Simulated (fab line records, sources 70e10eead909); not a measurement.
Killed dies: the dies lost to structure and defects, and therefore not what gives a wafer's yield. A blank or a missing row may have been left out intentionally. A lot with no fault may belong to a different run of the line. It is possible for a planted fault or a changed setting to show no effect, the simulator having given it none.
A lot that was struck, set against a sound lot + flow nandHarc + 22 steps out of a route of 1302
Sound: wafers L855.2, L855.4, L855.5. The struck wafers were L868.1, L868.3, L868.6. The cause comes at the end.
For every step that has rows: the tool of each side, followed by ch and its chambers, followed by its first start. Under that, the readings that differ: sound wafers + struck wafers + difference of the means + sigmas: that difference in standard deviations of wafers without a fault.
alike: a reading whose means differ by less than 2 such deviations, as well as words and numbers matching on both sides. not compared: withheld readings; readings where some wafer has no value; bounds like >300 that might hide an equal value; numbers whose values overlap and for which the record gives no deviation.
Wherever a step has rows on one side only, a row that says differs or no value, or a row with sigmas, the two part there. When numbers do not overlap yet have no deviation, they are printed without sigmas and do not part them. A reading missing from all wafers of one side parts the sides only when that side holds two or more wafers.

NHARC_A_BLC_CMP_25: polishes, t overpolish 30 s, target thk 150 nm.
  sound on cmp-04 ch 2,3, day 24 18:28; struck on cmp-02 ch 0,1,2, day 30 06:52
| reading             | sound          | struck         | difference | sigmas |
|---------------------|----------------|----------------|------------|--------|
| motorCurrentA (A)   | 12.0 13.9 15.0 | 11.4 12.0 11.5 | -2.0       | -2     |
| timeToEndpointS (s) | 32 29 31       | 23 24 22       | -8         | -2     |
  alike: overpolishRunS
then, 1 step without rows for these wafers: NHARC_A_BLC_SRD_27.
NHARC_A_BLC_INSPECT_28:
  sound: defectInspect-01 at day 24 18:52; struck: defectInspect-02 at day 30 07:16
| reading        | sound       | struck      | difference | sigmas |
|----------------|-------------|-------------|------------|--------|
| rawDefectCount | 814 624 797 | 337 416 511 | -324       | -2     |
then, 8 steps without rows for these wafers: NHARC_A_M0_DEP_00 (deposits SiOC, target thk 150 nm); NHARC_A_M0_DEHYDRATE_01 (time 120 s); NHARC_A_M0_HMDS_02 (time 30 s); NHARC_A_M0_COAT_33 (time 65 s); NHARC_A_M0_COAT_03 (resist thk 90 nm); NHARC_A_M0_SOFTBAKE_04 (time 55 s); NHARC_A_M0_EBR_05; NHARC_A_M0_EXPOSE_06 (exposes mask A M0, target cd 80 nm).
NHARC_A_M0_PEB_07: peb time 65 s.
  sound on lithoTrack-04 ch 0, day 24 19:41; struck on lithoTrack-04 ch 0, day 30 08:05
then, 1 step without rows for these wafers: NHARC_A_M0_DEVELOP_08 (develop time 35 s).
NHARC_A_M0_CD_MEAS_09: the cd target is 80 nm.
  sound on cdSem-03 ch 0, day 24 19:46; struck on cdSem-03 ch 0, day 30 08:10
| reading   | sound          | struck         | difference | sigmas |
|-----------|----------------|----------------|------------|--------|
| cdNm (nm) | 80.5 80.9 80.3 | 85.6 86.3 86.4 | +5.5       | +7     |
NHARC_A_M0_OVL_MEAS_10: pitch 160 nm.
  sound: overlay-01 at day 24 19:52; struck: overlay-01 at day 30 08:16
  alike: overlayXNm, overlayYNm
NHARC_A_M0_INSPECT_11:
  sound: defectInspect-01 at day 24 19:54; struck: defectInspect-01 at day 30 08:18
  alike: rawDefectCount
NHARC_A_M0_DESCUM_14: chemistry O2, time 3 s.
  sound on rieDiel-01 ch 0,1,3, day 24 19:58; struck on rieDiel-01 ch 1,2, day 30 08:22
| reading              | sound             | struck            | difference | sigmas |
|----------------------|-------------------|-------------------|------------|--------|
| model.A_M0.cdNm (nm) | 80.89 81.15 80.58 | 86.37 86.87 87.48 | +6.03      |        |
  alike: drypumpMotorCurrentA, oesProductAu, rfVppV, showerheadPlenumPTorr, throttleValvePct
  not compared: rfHoursCounterH
NHARC_A_M0_ETCH_34: etches the open film in N2/H2, target depth 40 nm, overetch 12 nm, time 43.94 s.
  sound on rieDiel-01 ch 2,3, day 24 20:02; struck on rieDiel-01 ch 0,1, day 30 08:26
  alike: drypumpMotorCurrentA, oesProductAu, rfVppV, showerheadPlenumPTorr, throttleValvePct
  not compared: rfHoursCounterH
NHARC_A_M0_ETCH_15: etches the open film in C4F8/Ar, target depth 150 nm, overetch 15 nm, time 82.5 s.
  sound: rieDiel-01 ch 0,1; struck: rieDiel-01 ch 0,1,2
| reading              | sound             | struck            | difference | sigmas |
|----------------------|-------------------|-------------------|------------|--------|
| model.A_M0.cdNm (nm) | 80.52 80.34 79.81 | 86.71 86.44 87.66 | +6.71      |        |
  alike: oesProductAu, rfVppV
  not compared: rfHoursCounterH
NHARC_A_M0_CD_MEAS_16:
  sound: cdSem-03 at day 24 20:16; struck: cdSem-03 at day 30 08:40
| reading   | sound          | struck         | difference | sigmas |
|-----------|----------------|----------------|------------|--------|
| cdNm (nm) | 80.9 80.5 79.7 | 86.4 87.0 87.7 | +6.7       | +7     |
NHARC_A_M0_STRIP_18: strips in N2/H2.
  sound on rieDiel-01 ch 0,1,2, day 24 20:22; struck on rieDiel-11 ch 0,2,3, day 30 08:46
  alike: drypumpMotorCurrentA, oesProductAu, rfVppV, showerheadPlenumPTorr, throttleValvePct
  not compared: rfHoursCounterH
NHARC_END_SORT_01:
  sound on prober-02 ch 0, day 26 11:02; struck on prober-02 ch 0, day 32 00:13
  alike: defectLimitedYield, killedAtArray, killedAtOther, killedAtPeriphery, killedDies, killedOpen, killedShort, sort_bin_2_pct, sort_bin_3_pct, sort_bin_4_pct, sortNPass, sortRimYieldPct, sortYieldPct

== WHERE THEY PART ==
Earliest at NHARC_A_BLC_CMP_25; latest, in this record, at NHARC_A_M0_CD_MEAS_16. Later steps at which nothing parts them and some readings are alike: NHARC_A_M0_STRIP_18, NHARC_END_SORT_01.

WHY: what the simulator had put in
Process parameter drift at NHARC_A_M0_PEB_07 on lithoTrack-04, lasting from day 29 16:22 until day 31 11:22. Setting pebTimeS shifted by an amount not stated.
